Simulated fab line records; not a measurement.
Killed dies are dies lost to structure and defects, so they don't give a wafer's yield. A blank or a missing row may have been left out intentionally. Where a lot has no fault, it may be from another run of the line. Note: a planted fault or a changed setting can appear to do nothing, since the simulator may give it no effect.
Which tool did it?    flow n5 finfet    11 lots with 31 wafers sampled at 3 steps, on a route of 1938 steps

== WHAT EACH GAUGE READ, for each wafer ==
N5_BEOL_M12_OVL_MEAS_11.
lot   measured      on          V11_OVL (nm)
L546  day 10 20:03  overlay-01  3 1 2
L547  day 10 21:11  overlay-01  0 -10 -6
L548  day 11 02:34  overlay-01  11 6 3
L553  day 12 12:05  overlay-02  5 2 -3
L552  day 13 02:52  overlay-01  20 13 17
L558  day 13 14:57  overlay-01  5 -4 -4
L556  day 13 18:41  overlay-02  3 -5 -6
L559  day 13 23:17  overlay-02  12 6
L560  day 13 23:54  overlay-02  12 -5 4
L565  day 15 09:28  overlay-01  -1 -3 -14
L569  day 17 06:40  overlay-02  5 -2

== EACH LOT AND THE TOOL THAT RAN IT (in order: tool; ch and the chambers of the sampled wafers; start) ==
lot   N5_BEOL_M11_CMP_52             N5_BEOL_M12_EXPOSE_07
L546  cmp-04 ch 1,2,3, day 10 18:58  krf scanner-02 ch 0, day 10 19:51
L547  cmp-01 ch 0,1,3, day 10 19:07  krf scanner-01 ch 0, day 10 20:59
L548  cmp-03 ch 1,3, day 11 01:36    krf scanner-02 ch 0, day 11 02:22
L553  cmp-01 ch 1,2, day 12 11:03    krf scanner-01 ch 0, day 12 11:54
L552  cmp-04 ch 0,1,2, day 13 01:52  krf scanner-02 ch 0, day 13 02:40
L558  cmp-03 ch 1,2,3, day 13 13:53  krf scanner-01 ch 0, day 13 14:44
L556  cmp-04 ch 0,1,3, day 13 17:42  krf scanner-01 ch 0, day 13 18:30
L559  cmp-03 ch 1,2, day 13 22:24    krf scanner-01 ch 0, day 13 23:04
L560  cmp-04 ch 1,2,3, day 13 22:57  krf scanner-01 ch 0, day 13 23:42
L565  cmp-04 ch 1,2, day 15 08:20    krf scanner-01 ch 0, day 15 09:16
L569  cmp-01 ch 0,2, day 17 05:46    krf scanner-01 ch 0, day 17 06:28
- N5_BEOL_M11_CMP_52: polishes, stops on SiCOH lowk, t overpolish 7 s, target thk 140 nm.
- N5_BEOL_M12_EXPOSE_07: exposes mask V11.

== THE ANSWER, worked out from the rows above alone ==
Rule: what is usual is taken from the lots themselves. Put in order of their means at a reading, lots are off if they are a third of the lots or fewer, leave a main group of 4 or more, and stand apart from it by a gap of 3 or more times the standard deviation of the main group's means; of several such gaps the widest counts. If all means in a main group match to the digits the tables above print for the reading, that group is not used. A lot without any number at a reading at which 4 lots or more have one is off too. Any other lot the step has rows for is counted as sound.
No lot is off at any reading shown: from this, nothing can be told.

== WHAT THE SIMULATOR HAD INSERTED ==
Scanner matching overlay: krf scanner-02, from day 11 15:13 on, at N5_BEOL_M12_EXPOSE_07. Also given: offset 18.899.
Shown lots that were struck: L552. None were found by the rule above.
